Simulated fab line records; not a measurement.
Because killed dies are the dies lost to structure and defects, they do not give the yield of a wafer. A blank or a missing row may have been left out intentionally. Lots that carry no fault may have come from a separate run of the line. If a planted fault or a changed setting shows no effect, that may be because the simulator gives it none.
Chamber matching + flow n5-finfet + 4 sister chambers for N5_BEOL_M2_ETCH_64 on rie-diel-05
The step etches SOC in N2/H2, target depth 75 nm, overetch 22.5 nm, time 121.9 s. 16 wafers are shown with their chamber, then 8 later ones without.

== WAFERS, EACH WITH ITS CHAMBER ==
| wafer  | chamber | showerhead-plenum-p-Torr (Torr) | throttle-valve-pct (%) | rf-vpp-V (V) |
|--------|---------|---------------------------------|------------------------|--------------|
| L074.3 | 1       | 2.49                            | 17.36                  | 521.8        |
| L074.4 | 2       | 2.53                            | 17.61                  | 523.3        |
| L074.5 | 2       | 2.53                            | 17.60                  | 522.9        |
| L075.2 | 3       | 2.65                            | 17.75                  | 527.6        |
| L075.4 | 2       | 2.52                            | 17.63                  | 523.1        |
| L075.6 | 2       | 2.52                            | 17.64                  | 522.6        |
| L085.3 | 3       | 2.64                            | 17.77                  | 526.6        |
| L085.4 | 1       | 2.48                            | 17.41                  | 521.6        |
| L085.6 | 3       | 2.64                            | 17.76                  | 526.8        |
| L091.1 | 3       | 2.63                            | 17.79                  | 526.0        |
| L091.3 | 1       | 2.47                            | 17.44                  | 522.6        |
| L091.4 | 2       | 2.51                            | 17.68                  | 522.9        |
| L092.2 | 2       | 2.51                            | 17.68                  | 523.1        |
| L092.3 | 0       | 2.54                            | 17.87                  | 522.4        |
| L092.4 | 1       | 2.47                            | 17.43                  | 522.5        |
| L093.3 | 3       | 2.63                            | 17.80                  | 525.9        |

SIGNATURES (averages over the wafers above)
| reading                  | chamber 0 | chamber 1 | chamber 2 | chamber 3 | scatter within a chamber |
|--------------------------|-----------|-----------|-----------|-----------|--------------------------|
| showerhead-plenum-p-Torr | 2.5400    | 2.4775    | 2.5200    | 2.6380    | 0.00892                  |
| throttle-valve-pct       | 17.8700   | 17.4100   | 17.6400   | 17.7740   | 0.0307                   |
| rf-vpp-V                 | 522.400   | 522.125   | 522.983   | 526.580   | 0.494                    |
Rule: distance of a wafer from a chamber = root of the sum over the readings of ((wafer's reading minus chamber's mean) / reading's scatter) squared. The wafer belongs to the nearest chamber; if the next one is less than 2 further off, it can't be placed. The scatter: the root of (the sum of the squares of (reading less its chamber's mean) over the shown wafers, divided by (wafers less chambers)).

== WAFERS MISSING THEIR CHAMBER ==
| wafer  | showerhead-plenum-p-Torr (Torr) | throttle-valve-pct (%) | rf-vpp-V (V) |
|--------|---------------------------------|------------------------|--------------|
| L093.5 | 2.63                            | 17.80                  | 526.2        |
| L093.6 | 2.54                            | 17.85                  | 524.9        |
| L097.1 | 2.53                            | 17.86                  | 524.5        |
| L097.2 | 2.47                            | 17.46                  | 521.4        |
| L097.6 | 2.50                            | 17.68                  | 523.8        |
| L096.1 | 2.63                            | 17.81                  | 526.7        |
| L096.3 | 2.53                            | 17.88                  | 523.8        |
| L096.6 | 2.47                            | 17.47                  | 521.9        |

== WHICH CHAMBER EACH WENT THROUGH ==
| wafer  | from the rows above | in truth |
|--------|---------------------|----------|
| L093.5 | 3                   | 3        |
| L093.6 | 0                   | 0        |
| L097.1 | 0                   | 0        |
| L097.2 | 1                   | 1        |
| L097.6 | 2                   | 2        |
| L096.1 | 3                   | 3        |
| L096.3 | 0                   | 0        |
| L096.6 | 1                   | 1        |
Placed correctly: 8 of 8. Number that these rows cannot place: 0. Wrongly placed: 0.
